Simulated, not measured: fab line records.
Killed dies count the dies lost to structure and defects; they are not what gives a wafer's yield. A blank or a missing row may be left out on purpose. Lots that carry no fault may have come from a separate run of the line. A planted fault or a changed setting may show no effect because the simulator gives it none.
Which tool was responsible? + flow nand harc + 72 wafers from 24 lots sampled at 5 of the route's 1302 steps

WHAT EACH GAUGE READ, for each wafer
NHARC_A_ONON_D1_THK_MEAS_11: measures by ellipsometry.
| lot  | measured     | on            | thk nm (nm)    |
|------|--------------|---------------|----------------|
| L074 | day 7 22:31  | film metro-01 | 1024 1024 1023 |
| L075 | day 8 07:43  | film metro-02 | 994 995 993    |
| L076 | day 8 21:58  | film metro-01 | 1009 1012 1010 |
| L077 | day 9 04:20  | film metro-02 | 1022 1023 1022 |
| L079 | day 9 21:55  | film metro-01 | 999 998 1000   |
| L078 | day 10 06:56 | film metro-02 | 987 986 986    |
| L080 | day 10 15:51 | film metro-02 | 998 998 997    |
| L081 | day 11 05:18 | film metro-01 | 1008 1010 1008 |
| L082 | day 11 05:20 | film metro-01 | 995 996 994    |
| L083 | day 11 20:21 | film metro-01 | 981 979 980    |
| L084 | day 12 05:22 | film metro-02 | 1007 1006 1006 |
| L085 | day 12 12:34 | film metro-01 | 1008 1007 1006 |
| L086 | day 12 22:31 | film metro-01 | 1003 1003 1003 |
| L087 | day 13 06:56 | film metro-01 | 1006 1007 1006 |
| L088 | day 13 16:18 | film metro-01 | 1014 1014 1014 |
| L089 | day 13 21:55 | film metro-01 | 1004 1005 1002 |
| L090 | day 14 03:56 | film metro-02 | 1017 1016 1016 |
| L091 | day 14 18:55 | film metro-02 | 999 999 999    |
| L092 | day 15 10:38 | film metro-01 | 977 977 978    |
| L093 | day 15 10:40 | film metro-02 | 1007 1007 1008 |
| L094 | day 15 23:54 | film metro-02 | 995 995 995    |
| L095 | day 16 23:15 | film metro-01 | 998 998 997    |
| L096 | day 17 05:08 | film metro-01 | 1008 1008 1007 |
| L097 | day 17 11:41 | film metro-01 | 1003 1005 1005 |

NHARC_A_ONON_D1_THK_MEAS_21: measures by ellipsometry.
| lot  | measured     | on            | thk nm (nm)    |
|------|--------------|---------------|----------------|
| L074 | day 8 07:04  | film metro-02 | 1009 1009 1009 |
| L075 | day 8 16:56  | film metro-01 | 999 999 997    |
| L076 | day 9 07:44  | film metro-01 | 1003 1005 1004 |
| L077 | day 9 13:15  | film metro-02 | 993 991 992    |
| L079 | day 10 06:55 | film metro-01 | 1003 1004 1005 |
| L078 | day 10 19:11 | film metro-02 | 996 993 995    |
| L080 | day 11 00:35 | film metro-01 | 1009 1008 1011 |
| L081 | day 11 14:14 | film metro-02 | 1004 1004 1005 |
| L082 | day 11 14:13 | film metro-01 | 991 991 991    |
| L083 | day 12 09:20 | film metro-01 | 1016 1015 1016 |
| L084 | day 12 14:20 | film metro-01 | 1002 1001 1000 |
| L085 | day 12 21:28 | film metro-02 | 1013 1011 1013 |
| L086 | day 13 07:29 | film metro-01 | 986 984 985    |
| L087 | day 13 15:58 | film metro-01 | 1003 1002 1002 |
| L088 | day 14 03:09 | film metro-01 | 992 991 992    |
| L089 | day 14 06:49 | film metro-01 | 1003 1005 1002 |
| L090 | day 14 13:59 | film metro-02 | 998 1000 998   |
| L091 | day 15 03:57 | film metro-01 | 1030 1028 1031 |
| L092 | day 15 19:47 | film metro-01 | 1005 1003 1003 |
| L093 | day 15 19:48 | film metro-02 | 1005 1006 1004 |
| L094 | day 16 08:48 | film metro-01 | 1001 998 999   |
| L095 | day 17 10:04 | film metro-02 | 1011 1011 1009 |
| L096 | day 17 15:29 | film metro-02 | 1018 1018 1017 |
| L097 | day 17 20:54 | film metro-02 | 1016 1015 1016 |

NHARC_A_ONON_D1_THK_MEAS_34: measures by ellipsometry.
| lot  | measured     | on            | thk nm (nm) |
|------|--------------|---------------|-------------|
| L074 | day 8 09:22  | film metro-01 | 194 202 201 |
| L075 | day 8 19:07  | film metro-01 | 198 198 197 |
| L076 | day 9 09:56  | film metro-01 | 200 200 200 |
| L077 | day 9 15:30  | film metro-01 | 194 199 198 |
| L079 | day 10 09:06 | film metro-02 | 198 203 198 |
| L078 | day 10 21:22 | film metro-02 | 200 199 201 |
| L080 | day 11 02:46 | film metro-02 | 200 196 207 |
| L081 | day 11 16:26 | film metro-01 | 198 199 203 |
| L082 | day 11 16:24 | film metro-02 | 206 203 205 |
| L083 | day 12 11:32 | film metro-01 | 197 203 205 |
| L084 | day 12 16:32 | film metro-01 | 196 201 199 |
| L085 | day 12 23:48 | film metro-02 | 198 200 199 |
| L086 | day 13 09:40 | film metro-01 | 195 199 196 |
| L087 | day 13 18:08 | film metro-02 | 197 200 199 |
| L088 | day 14 05:20 | film metro-02 | 198 200 202 |
| L089 | day 14 08:59 | film metro-02 | 197 200 196 |
| L090 | day 14 16:08 | film metro-01 | 195 203 198 |
| L091 | day 15 06:07 | film metro-01 | 195 199 201 |
| L092 | day 15 21:58 | film metro-02 | 196 196 200 |
| L093 | day 15 21:58 | film metro-01 | 202 198 201 |
| L094 | day 16 11:00 | film metro-01 | 198 195 202 |
| L095 | day 17 12:14 | film metro-01 | 197 195 196 |
| L096 | day 17 17:40 | film metro-01 | 200 198 201 |
| L097 | day 17 23:05 | film metro-01 | 200 206 204 |

WHICH TOOL RAN EACH LOT (tool, then ch and the chambers of the sampled wafers, then the start)
| lot  | NHARC_P_BONDPAD_ETCH_12                       | NHARC_P_BONDPAD_ANNEAL_28        |
|------|-----------------------------------------------|----------------------------------|
| L074 | rie diel-02 ch 0,2,3, day 6 20:37 or earlier  | rtp anneal-01 ch 0, day 6 20:37  |
| L075 | rie diel-02 ch 2,3, day 7 05:56 or earlier    | rtp anneal-02 ch 0, day 7 05:56  |
| L076 | rie diel-06 ch 0,2,3, day 7 20:13 or earlier  | rtp anneal-01 ch 0, day 7 20:13  |
| L077 | rie diel-11 ch 1,2, day 8 00:17 or earlier    | rtp anneal-02 ch 0, day 8 00:17  |
| L079 | rie diel-11 ch 1,2,3, day 8 19:48 or earlier  | rtp anneal-02 ch 0, day 8 19:48  |
| L078 | rie diel-11 ch 0,2,3, day 9 05:29 or earlier  | rtp anneal-01 ch 0, day 9 05:29  |
| L080 | rie diel-06 ch 1,3, day 9 13:38 or earlier    | rtp anneal-02 ch 0, day 9 13:38  |
| L081 | rie diel-06 ch 2,3, day 10 03:29 or earlier   | rtp anneal-02 ch 0, day 10 03:29 |
| L082 | rie diel-11 ch 1,2, day 10 06:17 or earlier   | rtp anneal-01 ch 0, day 10 06:17 |
| L083 | rie diel-06 ch 2,3, day 10 18:34 or earlier   | rtp anneal-01 ch 0, day 10 18:34 |
| L084 | rie diel-11 ch 0,1,2, day 11 02:34 or earlier | rtp anneal-02 ch 0, day 11 02:34 |
| L085 | rie diel-02 ch 0,1,3, day 11 10:26 or earlier | rtp anneal-01 ch 0, day 11 10:26 |
| L086 | rie diel-02 ch 1,2,3, day 11 20:50 or earlier | rtp anneal-02 ch 0, day 11 20:50 |
| L087 | rie diel-02 ch 0,1,2, day 11 23:44 or earlier | rtp anneal-02 ch 0, day 11 23:44 |
| L088 | rie diel-11 ch 2,3, day 12 14:32 or earlier   | rtp anneal-02 ch 0, day 12 14:32 |
| L089 | rie diel-06 ch 0,1,3, day 12 20:25 or earlier | rtp anneal-02 ch 0, day 12 20:25 |
| L090 | rie diel-11 ch 0,1,3, day 13 01:59 or earlier | rtp anneal-02 ch 0, day 13 01:59 |
| L091 | rie diel-02 ch 0,1,3, day 13 14:34 or earlier | rtp anneal-01 ch 0, day 13 14:34 |
| L092 | rie diel-06 ch 1,2,3, day 14 06:53 or earlier | rtp anneal-01 ch 0, day 14 06:53 |
| L093 | rie diel-02 ch 0,1,2, day 14 10:56 or earlier | rtp anneal-02 ch 0, day 14 10:56 |
| L094 | rie diel-06 ch 0,2, day 14 20:51 or earlier   | rtp anneal-02 ch 0, day 14 20:51 |
| L095 | rie diel-06 ch 0,1,3, day 15 21:17 or earlier | rtp anneal-01 ch 0, day 15 21:17 |
| L096 | rie diel-06 ch 1,2,3, day 16 01:44 or earlier | rtp anneal-01 ch 0, day 16 01:44 |
| L097 | rie diel-11 ch 0,1, day 16 08:20 or earlier   | rtp anneal-02 ch 0, day 16 08:20 |
- NHARC_P_BONDPAD_ETCH_12: etches the open film in CHF3/O2, target depth 200 nm, time 100 s.
- NHARC_P_BONDPAD_ANNEAL_28: time 90 s.

AS READ BY THE TOOLS THEMSELVES (means over the sampled wafers that have a number; for cases with no such wafer, the mark the record gives instead)
NHARC_P_BONDPAD_ETCH_12.
| lot  | tool        | drypump motor current A (A) | oes product au (a.u.) | rf vpp V (V) | showerhead plenum p Torr (Torr) | throttle valve pct (%) |
|------|-------------|-----------------------------|-----------------------|--------------|---------------------------------|------------------------|
| L074 | rie diel-02 | 5.9                         | 0.946                 | 371.0        | 2.43                            | 20.577                 |
| L075 | rie diel-02 | 6.3                         | 0.927                 | 370.6        | 2.41                            | 20.579                 |
| L076 | rie diel-06 | 5.5                         | 0.968                 | 371.3        | 2.41                            | 20.583                 |
| L077 | rie diel-11 | 5.1                         | 0.927                 | 369.7        | 2.32                            | 20.561                 |
| L079 | rie diel-11 | 5.4                         | 0.935                 | 369.5        | 2.37                            | 20.573                 |
| L078 | rie diel-11 | 5.4                         | 0.928                 | 368.9        | 2.33                            | 20.573                 |
| L080 | rie diel-06 | 5.1                         | 0.962                 | 370.8        | 2.44                            | 20.574                 |
| L081 | rie diel-06 | 5.1                         | 0.924                 | 370.4        | 2.41                            | 20.580                 |
| L082 | rie diel-11 | 5.1                         | 0.926                 | 368.7        | 2.32                            | 20.567                 |
| L083 | rie diel-06 | 5.5                         | 0.966                 | 372.7        | 2.49                            | 20.571                 |
| L084 | rie diel-11 | 5.1                         | 0.948                 | 368.5        | 2.30                            | 20.578                 |
| L085 | rie diel-02 | 5.7                         | 0.967                 | 372.8        | 2.45                            | 20.569                 |
| L086 | rie diel-02 | 6.1                         | 0.917                 | 371.8        | 2.43                            | 20.575                 |
| L087 | rie diel-02 | 5.9                         | 0.961                 | 370.8        | 2.43                            | 20.568                 |
| L088 | rie diel-11 | 5.3                         | 0.980                 | 369.7        | 2.35                            | 20.575                 |
| L089 | rie diel-06 | 5.3                         | 0.969                 | 369.9        | 2.38                            | 20.573                 |
| L090 | rie diel-11 | 5.4                         | 0.966                 | 370.0        | 2.35                            | 20.576                 |
| L091 | rie diel-02 | 5.7                         | 0.924                 | 371.5        | 2.45                            | 20.573                 |
| L092 | rie diel-06 | 5.3                         | 0.982                 | 372.2        | 2.47                            | 20.581                 |
| L093 | rie diel-02 | 5.8                         | 0.919                 | 371.1        | 2.43                            | 20.564                 |
| L094 | rie diel-06 | 5.8                         | 0.960                 | 372.2        | 2.50                            | 20.563                 |
| L095 | rie diel-06 | 5.3                         | 0.967                 | 370.3        | 2.38                            | 20.568                 |
| L096 | rie diel-06 | 5.3                         | 0.978                 | 372.3        | 2.47                            | 20.568                 |
| L097 | rie diel-11 | 5.1                         | 0.930                 | 368.8        | 2.28                            | 20.570                 |

NHARC_P_BONDPAD_ANNEAL_28.
| lot  | tool          | wafer_temp_C_max |
|------|---------------|------------------|
| L074 | rtp anneal-01 | 225.84           |
| L075 | rtp anneal-02 | 225.88           |
| L076 | rtp anneal-01 | 225.86           |
| L077 | rtp anneal-02 | 225.82           |
| L079 | rtp anneal-02 | 225.69           |
| L078 | rtp anneal-01 | 226.04           |
| L080 | rtp anneal-02 | 225.86           |
| L081 | rtp anneal-02 | 226.02           |
| L082 | rtp anneal-01 | 225.91           |
| L083 | rtp anneal-01 | 225.65           |
| L084 | rtp anneal-02 | 225.74           |
| L085 | rtp anneal-01 | 225.59           |
| L086 | rtp anneal-02 | 225.72           |
| L087 | rtp anneal-02 | 225.98           |
| L088 | rtp anneal-02 | 225.74           |
| L089 | rtp anneal-02 | 226.08           |
| L090 | rtp anneal-02 | 225.59           |
| L091 | rtp anneal-01 | 225.71           |
| L092 | rtp anneal-01 | 226.05           |
| L093 | rtp anneal-02 | 225.68           |
| L094 | rtp anneal-02 | 225.91           |
| L095 | rtp anneal-01 | 225.89           |
| L096 | rtp anneal-01 | 225.87           |
| L097 | rtp anneal-02 | 226.20           |

THE ANSWER, worked out from the rows above alone
Rule: usual is defined by the lots themselves. Put in order of their means at a reading, lots are off if they are a third of the lots or fewer, leave a main group of 4 or more, and stand apart from it by a gap of 3 or more times the standard deviation of the main group's means; of several such gaps the widest counts. Not used: any main group whose means are identical at the precision the tables above print for the reading. A lot without any number at a reading at which 4 lots or more have one is off too. Where the step has rows for the other lots, those lots are counted as sound. First the gauges in route order, then the tools' own readings, where a lot's mean is used as printed above. The first step at which some lot is off is used, and at that step the reading that is off furthest; a lot without a number counts as furthest.
No lot is off on any of the readings shown, so nothing can be concluded from this.

WHAT THE SIMULATOR HAD PUT IN
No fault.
